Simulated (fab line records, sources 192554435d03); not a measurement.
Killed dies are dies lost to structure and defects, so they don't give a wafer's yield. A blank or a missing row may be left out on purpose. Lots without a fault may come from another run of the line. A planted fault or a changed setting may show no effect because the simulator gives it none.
Split-lot experiment | flow n5_finfet | 7 lots, 39 wafers read, on a route of 1938 steps

THE SPLIT
At N5_FIN_CUT_CUT_ETCH_26 (etches SiNx in CH3F/O2, target depth 39 nm, time 55.7 s), the setting time_s was moved away from the recipe's 55.7 s on 15 of the 39 wafers read, by -22.2% to +15.9%. The other wafers ran this setting at the recipe's value.

The reading is taken at the split's own step.

THE READING
SOC_of_FIN_CUT_COAT_18.thk_nm (the simulator's own value, which no gauge read), in nm, at N5_FIN_CUT_CUT_ETCH_26 (etches SiNx in CH3F/O2, target depth 39 nm, time 55.7 s). The file gives no usual value for it. The 24 wafers here that ran the recipe average 211.6 nm, standard deviation 0.82 nm.

wafer  | tool, chamber at the split | time_s as run, s | against the recipe | SOC_of_FIN_CUT_COAT_18.thk_nm, nm | against lot-mates on the recipe
L075.1 | rie_diel-01, 2             | 46               | -17.4%             | 213.4                             | +3.1
L075.2 | rie_diel-01, 3             | 55.7             | recipe             | 210.2                             | -
L075.3 | rie_diel-01, 0             | 55.7             | recipe             | 210                               | -
L075.4 | rie_diel-01, 0             | 46               | -17.4%             | 213.6                             | +3.3
L075.5 | rie_diel-01, 3             | 46               | -17.4%             | 212.8                             | +2.5
L075.6 | rie_diel-01, 2             | 55.7             | recipe             | 210.8                             | -
L076.1 | rie_diel-03, 1             | 55.7             | recipe             | 212.6                             | -
L076.2 | rie_diel-03, 3             | 55.7             | recipe             | 212.4                             | -
L076.3 | rie_diel-03, 2             | 47.05            | -15.5%             | 215.2                             | +3.1
L076.4 | rie_diel-03, 0             | 47.05            | -15.5%             | 215.6                             | +3.5
L076.5 | rie_diel-03, 3             | 47.05            | -15.5%             | 214.8                             | +2.7
L076.6 | rie_diel-03, 2             | 55.7             | recipe             | 211.4                             | -
L077.1 | rie_diel-02, 1             | 60.26            | +8.2%              | 210.2                             | -1.8
L077.2 | rie_diel-02, 3             | 55.7             | recipe             | 212.6                             | -
L077.3 | rie_diel-02, 0             | 55.7             | recipe             | 211.6                             | -
L077.4 | rie_diel-02, 2             | 60.26            | +8.2%              | 210.8                             | -1.2
L077.5 | rie_diel-02, 0             | 55.7             | recipe             | 211.8                             | -
L077.6 | rie_diel-02, 3             | 60.26            | +8.2%              | 210                               | -2.0
L092.1 | rie_diel-02, 2             | 55.7             | recipe             | 212.6                             | -
L092.2 | rie_diel-02, 3             | 55.7             | recipe             | 212                               | -
L092.3 | rie_diel-02, 0             | 55.7             | recipe             | 211                               | -
L092.4 | rie_diel-02, 1             | 43.31            | -22.2%             | 215.8                             | +3.9
L092.5 | rie_diel-02, 0             | 43.31            | -22.2%             | 215.6                             | +3.7
L092.6 | rie_diel-02, 1             | 43.31            | -22.2%             | 216.2                             | +4.3
L093.1 | rie_diel-02, 2             | 64.53            | +15.9%             | 209.6                             | -2.5
L093.2 | rie_diel-02, 1             | 64.53            | +15.9%             | 209                               | -3.1
L093.3 | rie_diel-02, 3             | 64.53            | +15.9%             | 209.4                             | -2.7
L093.4 | rie_diel-02, 0             | 55.7             | recipe             | 211                               | -
L093.5 | rie_diel-02, 2             | 55.7             | recipe             | 213.2                             | -
L093.6 | rie_diel-02, 1             | 55.7             | recipe             | 212.2                             | -
L094.1 | rie_diel-03, 2             | 55.7             | recipe             | 212                               | -
L094.2 | rie_diel-03, 0             | 55.7             | recipe             | 211.6                             | -
L094.3 | rie_diel-03, 3             | 55.7             | recipe             | 211.2                             | -
L094.4 | rie_diel-03, 0             | 55.7             | recipe             | 210.8                             | -
L094.5 | rie_diel-03, 2             | 55.7             | recipe             | 210.8                             | -
L094.6 | rie_diel-03, 3             | 55.7             | recipe             | 210.8                             | -
L095.1 | rie_diel-01, 1             | 55.7             | recipe             | 211.4                             | -
L095.4 | rie_diel-01, 2             | 55.7             | recipe             | 212.6                             | -
L095.5 | rie_diel-01, 0             | 55.7             | recipe             | 211.6                             | -

THE FIT
A straight line over all 39 wafers: SOC_of_FIN_CUT_COAT_18.thk_nm changes by -0.165 nm for each +1% of time_s; r = -0.89; the points scatter about the line by 0.84 nm.
The same after taking each lot's own level away (the mean of its wafers on the recipe; 39 wafers): -0.181 nm for each +1%; r = -0.96; scatter 0.5 nm.
On that fit, the largest move of time_s shifts the reading by 4 nm.
The lots' own levels span 210.33 to 212.13 nm, that is 2.2 times the standard deviation above.
So the lot-to-lot level changes the slope little: the two slopes agree.
Check: with one of the wafers moved furthest among these (-22.2%) left out of the fit, the line predicts +4.03 nm for it against its lot-mates. It came out at +3.93 nm against them.

THE WHOLE CHAIN: every reading that the file lists as answering this split, in the file's order
step                   | what it does                                            | reading                                                                        | change (the file's fit)               | r (the file's)
N5_FIN_CUT_CUT_ETCH_26 | etches SiNx in CH3F/O2, target depth 39 nm, time 55.7 s | etch.depth_nm (the simulator's own value, which no gauge read)                 | +0.378 nm for each +1% of the setting | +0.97
N5_FIN_CUT_CUT_ETCH_26 | etches SiNx in CH3F/O2, target depth 39 nm, time 55.7 s | SOC_of_FIN_CUT_COAT_18.thk_nm (the simulator's own value, which no gauge read) | -0.181 nm for each +1% of the setting | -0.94

THE FILE'S OWN FIT
SOC_of_FIN_CUT_COAT_18.thk_nm changes by -0.181 nm for each +1% of time_s, r = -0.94.
